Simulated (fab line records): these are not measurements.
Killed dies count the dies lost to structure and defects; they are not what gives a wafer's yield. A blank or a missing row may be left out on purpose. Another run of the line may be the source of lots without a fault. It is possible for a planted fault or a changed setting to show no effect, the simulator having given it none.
Check for tools in common    flow nand-harc    12 lots and 42 wafers in the sample

REASON IT WAS OPENED
On 2 of the 12 lots, a flag is raised at NHARC_A_ONON_D1_THK_MEAS_14 on the reading thk-nm. Wafers without a fault read 998 nm, standard deviation 11.
Rule: flag the lot when none of its wafers has a number, or when each of its wafers that has one lies beyond 4 standard deviations from that mean. The other lots count as sound.

lot   measured      on             thk-nm (nm), wafer by wafer  flag
L646  day 7 14:52   film-metro-02  992 993 991                  
L647  day 8 07:10   film-metro-01  994 994 995                  
L648  day 8 07:11   film-metro-01  1001 1003 1002               
L649  day 8 07:11   film-metro-02  992 994 992                  
L656  day 9 19:06   film-metro-01  574 574 576 573 576 575      FLAGGED
L655  day 10 01:57  film-metro-01  576 575 576 575 576 576      FLAGGED
L660  day 11 08:48  film-metro-02  988 988 986                  
L663  day 11 21:10  film-metro-02  1007 1006 1007               
L664  day 12 01:35  film-metro-02  1013 1012 1010               
L665  day 12 07:16  film-metro-01  1005 1005 1006               
L667  day 12 20:03  film-metro-01  1023 1026 1022               
L669  day 13 11:32  film-metro-02  984 984 984                  
On average the flagged lots' numbers are 575 nm, which is -423 nm against the usual, or -38 standard deviations.

WHICH TOOL EACH LOT WENT THROUGH
Before the reading, the record contains 3 process steps out of a 1159-step route. Every cell lists first the tool, next ch and the chambers used by the sampled wafers, and last the start.
lot   flag     NHARC_P_BONDPAD_ETCH_12                        NHARC_A_ZERO_WELL_RTA_16          NHARC_A_ONON_D1_DEP_12
L646           rie-diel-04 ch 2,3, day 6 09:34 or earlier     rtp-anneal-02 ch 0, day 6 14:26   pecvd-onon-02 ch 0, day 7 14:25
L647           rie-diel-04 ch 1,2,3, day 6 23:47 or earlier   rtp-anneal-02 ch 0, day 7 04:47   pecvd-onon-02 ch 0, day 8 06:43
L648           rie-diel-12 ch 1,2,3, day 7 01:46 or earlier   rtp-anneal-01 ch 0, day 7 06:43   pecvd-onon-04 ch 0, day 8 06:40
L649           rie-diel-04 ch 1,3, day 7 01:47 or earlier     rtp-anneal-02 ch 0, day 7 07:13   pecvd-onon-03 ch 0, day 8 06:44
L656  FLAGGED  rie-diel-04 ch 1,2,3, day 8 14:52 or earlier   rtp-anneal-01 ch 0, day 8 19:47   pecvd-onon-02 ch 0, day 9 18:42
L655  FLAGGED  rie-diel-04 ch 0,1,3, day 8 18:41 or earlier   rtp-anneal-01 ch 0, day 8 23:31   pecvd-onon-02 ch 0, day 10 01:26
L660           rie-diel-01 ch 0,1,3, day 10 02:56 or earlier  rtp-anneal-01 ch 0, day 10 08:00  pecvd-onon-03 ch 0, day 11 08:21
L663           rie-diel-04 ch 0,1,2, day 10 14:38 or earlier  rtp-anneal-01 ch 0, day 10 19:32  pecvd-onon-04 ch 0, day 11 20:49
L664           rie-diel-01 ch 1,2,3, day 10 21:03 or earlier  rtp-anneal-02 ch 0, day 11 02:04  pecvd-onon-03 ch 0, day 12 01:11
L665           rie-diel-04 ch 0,1, day 11 04:06 or earlier    rtp-anneal-02 ch 0, day 11 08:49  pecvd-onon-04 ch 0, day 12 06:46
L667           rie-diel-04 ch 0,1,2, day 11 15:05 or earlier  rtp-anneal-01 ch 0, day 11 19:47  pecvd-onon-04 ch 0, day 12 19:32
L669           rie-diel-04 ch 0,2,3, day 12 04:25 or earlier  rtp-anneal-02 ch 0, day 12 09:44  pecvd-onon-04 ch 0, day 13 11:02
What is done by these steps:
- NHARC_P_BONDPAD_ETCH_12: etches the open film in CHF3/O2, target depth 200 nm, time 100 s.
- NHARC_A_ZERO_WELL_RTA_16: time 10 s.
- NHARC_A_ONON_D1_DEP_12: target thk 1000 nm.
- NHARC_A_ONON_D1_THK_MEAS_14: measures by ellipsometry.

FLAGGED AGAINST TOTAL, ONE TOOL AT A TIME (gauges that did the reading follow at the end)
step                         tool           lots run  flagged  share of the flagged lots  sound lots run after its first flagged lot
NHARC_P_BONDPAD_ETCH_12      rie-diel-01    2         0        none                       -
NHARC_P_BONDPAD_ETCH_12      rie-diel-04    9         2        all                        4 (L663,L665,L667,L669)
NHARC_P_BONDPAD_ETCH_12      rie-diel-12    1         0        none                       -
NHARC_A_ZERO_WELL_RTA_16     rtp-anneal-01  6         2        all                        3 (L660,L663,L667)
NHARC_A_ZERO_WELL_RTA_16     rtp-anneal-02  6         0        none                       -
NHARC_A_ONON_D1_DEP_12       pecvd-onon-02  4         2        all                        0
NHARC_A_ONON_D1_DEP_12       pecvd-onon-03  3         0        none                       -
NHARC_A_ONON_D1_DEP_12       pecvd-onon-04  5         0        none                       -
NHARC_A_ONON_D1_THK_MEAS_14  film-metro-01  6         2        all                        2 (L665,L667)
NHARC_A_ONON_D1_THK_MEAS_14  film-metro-02  6         0        none                       -
Because NHARC_P_BONDPAD_ETCH_12 lacks a start for some lots, the hours and order of its lots are taken from NHARC_P_BONDPAD_CD_MEAS_13.

THE TABLE: WHAT IT ALLOWS
4 rows of the table ran every flagged lot: rie-diel-04 at NHARC_P_BONDPAD_ETCH_12, rtp-anneal-01 at NHARC_A_ZERO_WELL_RTA_16, pecvd-onon-02 at NHARC_A_ONON_D1_DEP_12, film-metro-01 at NHARC_A_ONON_D1_THK_MEAS_14.
- rie-diel-04 at NHARC_P_BONDPAD_ETCH_12: 2 of its 9 lots flagged. Sound lots followed the first flagged one (L663, L665, L667, L669) on it, something a lasting fault affecting the whole tool could not allow.
- rtp-anneal-01 at NHARC_A_ZERO_WELL_RTA_16: 2 of its 6 lots flagged. Sound lots followed the first flagged one (L660, L663, L667) on it, something a lasting fault affecting the whole tool could not allow.
- pecvd-onon-02 at NHARC_A_ONON_D1_DEP_12: 2 of its 4 lots flagged. A fault beginning between L647 (day 8 06:43), its last sound lot, and L656 (day 9 18:42), its first flagged one, fits the data.
- film-metro-01 at NHARC_A_ONON_D1_THK_MEAS_14: 2 of its 6 lots flagged. Sound lots followed the first flagged one (L665, L667) on it, something a lasting fault affecting the whole tool could not allow.
Left over: one tool, pecvd-onon-02 at NHARC_A_ONON_D1_DEP_12.

WHAT WAS PUT IN BY THE SIMULATOR
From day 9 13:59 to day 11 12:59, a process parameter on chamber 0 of pecvd-onon-02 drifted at NHARC_A_ONON_D1_DEP_12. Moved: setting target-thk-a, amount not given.
Struck lots among those shown: L656, L655. The rule above found the same.
